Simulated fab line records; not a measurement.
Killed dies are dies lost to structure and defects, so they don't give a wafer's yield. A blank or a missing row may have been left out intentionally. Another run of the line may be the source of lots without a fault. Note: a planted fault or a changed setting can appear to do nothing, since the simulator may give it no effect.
A lot that was struck, set against a sound lot :: flow nand-harc :: 15 steps out of a route of 1302
Sound: wafers L274.4, L274.5, L274.6. Struck: wafers L272.2, L272.4, L272.5. The cause is given at the end.
Order at every step that has rows: each side's tool, ch and its chambers, its first start. Under that, the readings that differ: sound wafers :: struck wafers :: difference of the means :: sigmas: that difference in standard deviations of wafers without a fault.
alike: same words and numbers on both sides, and readings whose means sit less than 2 such deviations apart. not compared: any withheld reading, any reading some wafer has no value for, any bound like >300 that may hide the same value, and any number with overlapping values for which the record gives no deviation.
The two part at a step that has a row with sigmas, a row that says differs or no value, or rows on one side only. Numbers that have no deviation but don't overlap get no sigmas and don't part them. Lack of a reading on every wafer of one side parts them only where that side has two or more wafers.

first, 1 step without rows for these wafers: NHARC_P_M0_DESCUM_14 (chemistry O2, time 3 s).
NHARC_P_M0_ETCH_34: etches the open film in N2/H2, target depth 40 nm, overetch 12 nm, time 43.94 s.
  sound on rie-diel-02 ch 0,1,3, day 10 11:26; struck on rie-diel-07 ch 0,1,3, day 9 13:11
reading: drypump-motor-current-A (A)
sound: 6.2 5.7 5.9
struck: 5.7 4.7 4.8
difference: -0.9
sigmas: -2
  alike: oes-product-au, rf-vpp-V, showerhead-plenum-p-Torr, throttle-valve-pct
  not compared: rf-hours-counter-h
NHARC_P_M0_ETCH_15: etches the open film in C4F8/Ar, target depth 150 nm, overetch 15 nm, time 82.5 s.
  sound on rie-diel-02 ch 0,2,3; struck on rie-diel-07 ch 0,3
  alike: oes-product-au, rf-vpp-V
NHARC_P_M0_CD_MEAS_16:
  sound: cd-sem-01 at day 10 11:39; struck: cd-sem-03 at day 9 13:25
  alike: cd-nm
then, 2 steps without rows for these wafers: NHARC_P_M0_STRIP_18 (strips in N2/H2); NHARC_P_M0_STRIP_19 (strips in post etch residue remover, time 600 s).
NHARC_P_M0_DEGAS_28: time 60 s.
  sound: pvd-sputter-02 at day 10 12:16; struck: pvd-sputter-02 at day 9 14:02
  alike: heater-power-w
then, 2 steps without rows for these wafers: NHARC_P_M0_PRE_CLEAN_29 (time 30 s); NHARC_P_M0_PVD_20 (deposits TaN, target thk 5 nm, time 8.06 s).
NHARC_P_M0_PVD_21: deposits Cu, target thk 30 nm, time 20.49 s.
  sound on pvd-sputter-02; struck on pvd-sputter-02
  alike: chamber-pressure-pa, throttle-valve-pct
then, 1 step without rows for these wafers: NHARC_P_M0_ECD_22 (material Cu, target thk 400 nm).
NHARC_P_M0_ANNEAL_30: time 90 s.
  sound on rtp-anneal-02 ch 0, day 10 13:09; struck on rtp-anneal-01 ch 0, day 9 14:50
  alike: wafer_temp_C_max
NHARC_P_M0_CMP_23: polishes, t overpolish 20 s, target thk 117.54 nm.
  sound on cmp-04 ch 1,2,3, day 10 13:23; struck on cmp-03 ch 2,3, day 9 15:07
  no value came back on the struck wafers for edge-zone-pressure-frac, motor-current-A (A), time-to-endpoint-s (s); on the sound wafers edge-zone-pressure-frac reads 1.000 1.002 1.002
NHARC_P_M0_THK_MEAS_24: measures by xrf.
  sound: film-metro-01 at day 10 13:39; struck: film-metro-02 at day 9 15:37
reading: thk-nm (nm)
sound: 117.6 119.9 116.5
struck: 396.5 390.8 388.9
difference: +274.1
sigmas: +99 or more
  not compared: hold
then, 1 step without rows for these wafers: NHARC_END_SORT_01.

WHERE THEY PART
Last at NHARC_P_M0_THK_MEAS_24 as far as this record goes, first at NHARC_P_M0_ETCH_34.

WHY: what had been put in by the simulator
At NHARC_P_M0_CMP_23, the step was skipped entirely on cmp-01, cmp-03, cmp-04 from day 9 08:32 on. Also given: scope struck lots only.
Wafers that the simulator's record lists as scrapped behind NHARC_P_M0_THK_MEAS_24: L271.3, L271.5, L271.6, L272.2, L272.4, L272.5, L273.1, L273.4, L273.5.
